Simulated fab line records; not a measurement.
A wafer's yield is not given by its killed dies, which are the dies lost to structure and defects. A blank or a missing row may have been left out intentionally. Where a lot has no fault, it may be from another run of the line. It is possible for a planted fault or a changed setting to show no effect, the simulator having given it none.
Chamber matching -- flow nandHarc -- 4 sister chambers for NHARC_A_STAIRCASE_TRIM_220 on rieDiel-10
The step chemistry O2, time 211.2 s. 4 wafers are shown with their chamber, then 11 later ones without.

EACH WAFER AND ITS CHAMBER
wafer,chamber,showerheadPlenumPTorr (Torr)
L082.3,2,3.32
L082.5,0,3.39
L084.6,1,3.55
L086.1,3,3.35

WAFERS WITH NO CHAMBER GIVEN
wafer,showerheadPlenumPTorr (Torr)
L086.2,3.31
L086.6,3.55
L087.1,3.31
L087.2,3.38
L087.4,3.35
L092.1,3.54
L092.2,3.38
L092.3,3.30
L094.3,3.34
L094.5,3.34
L094.6,3.37

CHAMBER TAKEN BY EACH
wafer,from the rows above,in truth
L086.2,2,2
L086.6,1,1
L087.1,2,2
L087.2,can't be placed: 0 or 3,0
L087.4,3,3
L092.1,1,1
L092.2,can't be placed: 0 or 3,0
L092.3,2,2
L094.3,can't be placed: 3 or 2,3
L094.5,can't be placed: 3 or 2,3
L094.6,can't be placed: 0 or 3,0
Correct placement for 6 of the 11. From these rows, 5 cannot be placed; in 5 the true chamber is one of the candidates. Number placed wrongly: 0.
How it was worked out, from the rows above alone: a wafer's distance from a chamber is the root of the sum, over the readings, of the square of ((its reading less the chamber's mean) divided by the reading's scatter). The wafer belongs to the nearest chamber; if the next one is less than 2 further off, it can't be placed. The mean given for a chamber averages the wafers shown for that chamber. The scatter: with one shown wafer a chamber, the root of the mean of the squares of how far each hidden wafer lies from its nearest shown one.
